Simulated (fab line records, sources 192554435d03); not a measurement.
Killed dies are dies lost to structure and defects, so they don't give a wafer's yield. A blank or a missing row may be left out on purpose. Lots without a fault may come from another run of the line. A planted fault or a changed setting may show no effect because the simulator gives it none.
fab line records | flow n5_finfet
record lots=4 wafers=12 last_day=16
route steps=1938 shown TV_LITHO@1886 TV_OPEN@1887 PAD_METAL@1893 PASSIVATION@1897
lots that met no fault: from a run of the same line without faults
start_h: hours from the record's first day to the start of the lot's first wafer shown | wait_h: hours since the lot's step before | " the same as in the row above | L1.1+2: a row that stands for several wafers | - no value, or no start given | * or withheld: withheld | < > ~ a bound
route shown NAME@n: a module of which the file shows steps, and the number in the route of the first | usual: mean/standard deviation of fault-free wafers | same: alike in all rows | chamber/n: place in a boat | sites: the reading at each site | _std_site: their standard deviation | _edge_site: outer sites' mean less inner sites' | radius_mm: how far each site lies from the wafer's centre | mask NAME#n: copy n | behind: the tool/chamber that last shaped the wafer | hold: why the lot was held/for how many hours/how that ended | device: the transistor (n, p or np) that didn't switch | end of line: the same wafers' tests at the end of the route | a step without rows: its recipe alone | killed: dies lost to structure and defects at the first sort, not the wafer's yield | map: a wafer's dies, x killed, . not, _ none there
set.NAME: the setting as run; set.NAME@STEP: as run at that earlier step | model.NAME: the simulator's own value behind a step, which no gauge read
lots at some steps of the route; a table a step, a row a wafer
services: from which hour (start_h, from the record's first day; less than 0 if before it) a tool's chamber was out of use, for how many hours, and why
## steps
# step N5_PASSIVATION_DESCUM_12
# recipe chemistry=O2 time_s=7.9 source_power_w=50 bias_power_w=20 pressure_mtorr=20 rf_frequency_hz=2.712e+07 temp_c=40 o2_flow_sccm=225
# step N5_PASSIVATION_PASS_ETCH_74
# recipe chemistry=CF4/O2 target=SiNx target_depth_a=2200 time_s=110 ion_energy_ev=100 pressure_mtorr=40 source_w=535 bias_w=49 Ar_flow_sccm=100 cf4_flow_sccm=100 O2_flow_sccm=10
# step N5_PASSIVATION_VIA_ETCH_13
# recipe chemistry=CHF3/O2 target=SiO2 target_depth_a=6600 CHF3_flow_sccm=50 O2_flow_sccm=5 Ar_flow_sccm=200 time_s=330 mask_material=PR pressure_mtorr=30 source_w=650 bias_w=170 ion_energy_ev=200 ends=cleared
# step N5_PASSIVATION_STRIP_14
# recipe chemistry=O2 power_w=600 temp_c=60 pressure_mtorr=30 rf_frequency_hz=6e+07 bias_power_w=0 overash_fraction=0.5 o2_flow_sccm=225
# step N5_PASSIVATION_ETCH_15
# recipe chemistry=CF4/N2 target=SiCN target_depth_a=750 taper_deg=2 time_s=81.2 ion_energy_ev=150 mask_material=SiNx pressure_mtorr=40 source_w=430 bias_w=70 Ar_flow_sccm=100 cf4_flow_sccm=60 n2_flow_sccm=60
# step N5_PASSIVATION_STRIP_73
# recipe chemistry=post_etch_residue_remover time_s=60 temp_c=25 remover_ph=withheld remover_water_wt_pct=withheld remover_fluoride_wt_pct=withheld
# step N5_PASSIVATION_SRD_17
# recipe time_s=30 temp_c=23 rinse_liquid=diw dry=n2_spin spin_rpm=1500 dry_time_s=30
# step N5_PASSIVATION_DEGAS_18
# recipe ambient=vacuum temp_c=300 time_s=60
# step N5_PASSIVATION_PRE_CLEAN_19
# recipe gas=H2/He time_s=* temp_c=*
# step N5_PASSIVATION_SPUTTER_20
# recipe material=TaN target_thk_a=500 temp_c=25 chamber_pressure_pa=0.4
# step N5_PASSIVATION_AL_DEP_21
# recipe material=Al target_thk_a=28000 temp_c=400 time_s=170 power_w=30000 chamber_pressure_pa=0.4 gas=Ar
# usual throttle_valve_pct=29.7/1.4
# columns lot.wafer tool chamber start_h wait_h throttle_valve_pct model.Al_of_PASSIVATION_AL_DEP_21.thk_nm
L651.3 pvd_sputter-02 - 302.09 0.1 29.5 2797
L651.4 " - " " 30.8 2801
L651.6 " - " " 31.0 2806
L656.2 pvd_sputter-02 - 322.18 0.1 30.7 2764
L656.3 " - " " 30.6 1963
L656.6 " - " " 30.7 1940
L658.1 pvd_sputter-02 - 335.02 0.1 29.2 2836
L658.2 " - " " 31.1 2841
L658.5 " - " " 30.6 1971
L664.1 pvd_sputter-01 - 377.65 0.1 30.3 2796
L664.3 " - " " 27.8 2786
L664.5 " - " " 30.7 2777
# step N5_PASSIVATION_HMDS_23
# recipe time_s=60 temp_c=120
# step N5_PASSIVATION_COAT_24
# recipe spin_rpm=3000 resist_thk_nm=withheld
# step N5_PASSIVATION_EBR_26
# recipe solvent=PGMEA ebr_width_mm=1.5
# step N5_PASSIVATION_SOFTBAKE_25
# recipe temp_c=100 time_s=90
# step N5_PASSIVATION_EXPOSE_27
# recipe mask_id=PAD na=0.55 source_shape=conventional sigma_outer=0.8 polarization=unpolarized defocus_nm=0 dose_mj=32.3
# step N5_PASSIVATION_PEB_28
# recipe peb_temp_c=withheld peb_time_s=*
# step N5_PASSIVATION_DEVELOP_29
# recipe develop_time_s=60 rinse_liquid=diw dry=air_spin dev_temp_c=21
# step N5_PASSIVATION_HARDBAKE_31
# recipe temp_c=130 time_s=120
# step N5_PASSIVATION_DESCUM_32
# recipe chemistry=O2 time_s=7.9 source_power_w=50 bias_power_w=20 pressure_mtorr=20 rf_frequency_hz=2.712e+07 temp_c=40 o2_flow_sccm=225
# step N5_PASSIVATION_AL_ETCH_33
# recipe chemistry=Cl2/BCl3 target_depth_a=28000 over_etch_frac=0.15 Cl2_flow_sccm=180 bcl3_flow_sccm=60 target=Al stop_on=TaN time_s=466.7 ion_energy_ev=100 pressure_mtorr=10 icp_w=900 bias_w=100
# step N5_PASSIVATION_ETCH_59
# recipe chemistry=Cl2/BCl3 target=TaN target_depth_a=650 time_s=34.9 ion_energy_ev=100 pressure_mtorr=10 icp_w=900 bias_w=100 Cl2_flow_sccm=60 bcl3_flow_sccm=30
# step N5_PASSIVATION_STRIP_34
# recipe chemistry=O2 power_w=600 temp_c=60 pressure_mtorr=30 rf_frequency_hz=6e+07 bias_power_w=0 overash_fraction=2 o2_flow_sccm=225
# step N5_PASSIVATION_STRIP_51
# recipe chemistry=post_etch_residue_remover time_s=1200 temp_c=72.5
# step N5_PASSIVATION_CLEAN_69
# recipe chemistry=IPA time_s=180 temp_c=25
# step N5_PASSIVATION_SRD_70
# recipe dry=ipa_marangoni time_s=30 temp_c=23 rinse_liquid=diw
# step N5_PASSIVATION_PECVD_53
# recipe material=SiO2 target_thk_a=8000 temp_c=400 precursor=TEOS/O2 pressure_torr=6.5 rf_w=withheld teos_flow_sccm=withheld gas=O2 flow_sccm=2650 time_s=169.4
# step N5_PASSIVATION_PECVD_35
# recipe material=SiNx target_thk_a=7000 temp_c=400 precursor=SiH4/NH3/N2 pressure_torr=4.9 rf_w=1406 time_s=151.3
# step N5_PASSIVATION_HMDS_37
# recipe time_s=60 temp_c=120
# step N5_PASSIVATION_COAT_38
# recipe spin_rpm=3000 resist_thk_nm=withheld
# step N5_PASSIVATION_EBR_40
# recipe solvent=PGMEA ebr_width_mm=1.5
# step N5_PASSIVATION_SOFTBAKE_39
# recipe temp_c=110 time_s=120
# step N5_PASSIVATION_EXPOSE_41
# recipe mask_id=PASS_OPEN na=0.55 defocus_nm=0 source_shape=conventional sigma_outer=0.8 polarization=unpolarized target_cd_nm=40000 dose_mj=57.25
# step N5_PASSIVATION_PEB_42
# recipe peb_temp_c=withheld peb_time_s=*
# step N5_PASSIVATION_DEVELOP_43
# recipe develop_time_s=60 rinse_liquid=diw dry=air_spin dev_temp_c=21
# step N5_PASSIVATION_HARDBAKE_45
# recipe temp_c=130 time_s=120
# step N5_PASSIVATION_STRIP_52
# recipe chemistry=post_etch_residue_remover time_s=1200 temp_c=72.5
# usual bath_guard_temp_C=72.4/0.58 temp_c=72.51/0.13
# columns lot.wafer tool chamber start_h wait_h bath_guard_temp_C temp_c model.Al_of_PASSIVATION_AL_DEP_21.thk_nm
L651.3 wet_bench-01 7 305.62 - 71.9 72.66 2782
L651.4 " 5 " " 71.5 72.40 2785
L651.6 " 6 " " 72.8 72.37 2790
L656.2 wet_bench-06 7 325.64 - 73.2 72.54 2749
L656.3 " 2 " " 72.8 72.60 1948
L656.6 " 3 " " 71.8 72.43 1925
L658.1 wet_bench-01 3 338.56 - 72.7 72.40 2820
L658.2 " 4 " " 71.7 72.42 2826
L658.5 " 2 " " 73.0 72.46 1956
L664.1 wet_bench-06 3 380.76 - 72.2 72.54 2781
L664.3 " 4 " " 72.4 72.26 2770
L664.5 " 0 " " 71.6 72.64 2761
# step N5_PASSIVATION_PROBE_49
# usual defect_limited_yield=91.3/1.5 killed_at_M0_to_M3=35/10 killed_at_M4_up=13/5.3 killed_at_contacts=12/5.7 killed_at_front_end=39/11 killed_at_other=3.3/2.7 killed_dies=102/18 killed_open=67/13 killed_short=34/7.8 sort_bin_5_function=5.1/1 sort_bin_6_memory=3.3/0.68 sort_n_pass=1078/18 sort_yield_pct=91.3/1.5
# same gross_dies=1180 killed_at_back_side=0 sort_bin_4_leakage[%]=0 sort_bin_8_speed[%]=0
# columns lot.wafer tool chamber start_h wait_h defect_limited_yield[%] killed_at_M0_to_M3 killed_at_M4_up killed_at_contacts killed_at_front_end killed_at_other killed_dies killed_open killed_short sort_bin_5_function[%] sort_bin_6_memory[%] sort_n_pass sort_yield_pct[%]
L656.2 prober-02 - 328.13 0.1 91.1 23 9 16 56 1 105 74 29 5.4 3.1 1075 91.1
L656.3 prober-02 - 328.18 0.1 90.6 33 12 16 48 2 111 81 29 5.8 3.3 1069 90.6
L656.6 prober-02 - 328.33 0.3 90.8 37 8 10 52 2 109 74 35 4.9 4.3 1071 90.8
L658.5 prober-02 - 341.84 0.9 88.6 26 27 19 61 1 134 93 37 6.4 4.6 1046 88.6
# killed by level:class
L656.2 FIN_SAQP:geometric_particle:open=17 MOL_CONTACT_COAG:geometric_particle:open=14 STI_FIN_REVEAL:geometric_particle:open=14 FIN_SAQP:geometric_particle:short=11 BEOL_M0_SAQP:geometric_particle:short=6 BEOL_M3:geometric_particle:open=6 BEOL_M4:geometric_particle:open=5 GATE_CUT:geometric_particle:open=3
L656.3 STI_FIN_REVEAL:geometric_particle:open=19 MOL_CONTACT_COAG:geometric_particle:open=12 BEOL_M0_SAQP:geometric_particle:open=12 FIN_SAQP:geometric_particle:open=10 FIN_SAQP:geometric_particle:short=7 BEOL_M1:geometric_particle:open=6 BEOL_M3:geometric_particle:open=6 MOL_CONTACT_COAG:geometric_particle:short=4
L656.6 BEOL_M3:geometric_particle:open=15 STI_FIN_REVEAL:geometric_particle:open=12 MOL_CONTACT_COAG:geometric_particle:open=9 FIN_SAQP:geometric_particle:short=8 BEOL_M0_SAQP:geometric_particle:short=8 FIN_SAQP:geometric_particle:open=7 GATE_CUT:geometric_particle:short=6 BEOL_M0_SAQP:geometric_particle:open=5
L658.5 STI_FIN_REVEAL:geometric_particle:open=29 MOL_CONTACT_COAG:geometric_particle:open=17 BEOL_M4:geometric_particle:open=11 STI_FIN_REVEAL:geometric_particle:short=8 BEOL_M4:geometric_particle:short=7 FIN_SAQP:geometric_particle:open=6 FIN_SAQP:geometric_particle:short=5 BEOL_M0_SAQP:geometric_particle:short=5
## services
# columns tool chamber start_h hours kind
wet_bench-01 - 309.46 2.6 repair
wet_bench-01 - 321.04 2.7 repair
## key
first_sign none at tools or gauges
model_effect step=N5_PASSIVATION_AL_DEP_21 value=Al_of_PASSIVATION_AL_DEP_21.thk_nm without=2810 struck=1958
model_effect step=N5_PASSIVATION_STRIP_52 value=Al_of_PASSIVATION_AL_DEP_21.thk_nm without=2795 struck=1943
met_at N5_PASSIVATION_AL_DEP_21
struck_wafers L656.3,L656.6,L658.5
fault kind=process_parameter_drift tool=pvd_sputter-02 chamber=- onset_h=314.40 steps=N5_PASSIVATION_AL_DEP_21 channel=time_s offset=* shape=step end_h=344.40 acts_in=* stated=* scope=struck_wafers_only
